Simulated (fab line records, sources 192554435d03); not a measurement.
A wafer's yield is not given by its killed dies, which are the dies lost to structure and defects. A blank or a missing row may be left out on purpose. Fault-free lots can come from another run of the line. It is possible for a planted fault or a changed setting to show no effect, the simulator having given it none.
Chamber matching ; flow n5-finfet ; N5_BEOL_M8_PECVD_70 on pecvd-01 has 3 sister chambers
The step deposits SiO2 from TEOS/O2, target thk 20 nm, time 22.7 s. 6 wafers are shown with their chamber, then 6 later ones without.

== EACH WAFER AND ITS CHAMBER ==
wafer;chamber;throttle-valve-pct (%);heater-power-w (W)
L550.2;1;22.8;838
L550.3;2;22.9;979
L550.4;0;21.6;702
L557.1;2;22.9;861
L557.5;1;22.6;796
L557.6;0;21.7;669

== WAFERS MISSING THEIR CHAMBER ==
wafer;throttle-valve-pct (%);heater-power-w (W)
L559.1;23.0;1030
L559.4;22.7;792
L559.6;21.6;722
L558.1;23.1;864
L558.3;22.5;806
L558.4;22.5;814

== THE CHAMBER EACH PASSED THROUGH ==
wafer;from the rows above;in truth
L559.1;2;2
L559.4;1;1
L559.6;0;0
L558.1;2;2
L558.3;1;1
L558.4;1;1
Placed correctly: 6 of 6. Left unplaced by these rows: 0. Placed wrongly: 0.
How it was worked out, from the rows above alone: a wafer's distance from a chamber is the root of the sum, over the readings, of the square of ((its reading less the chamber's mean) divided by the reading's scatter). The wafer belongs to the nearest chamber; if the next one is less than 2 further off, it can't be placed. A chamber's mean is the mean of its shown wafers. The scatter: take each reading less its chamber's mean, square it, sum over the shown wafers, divide by the number of wafers less the number of chambers, and take the root.
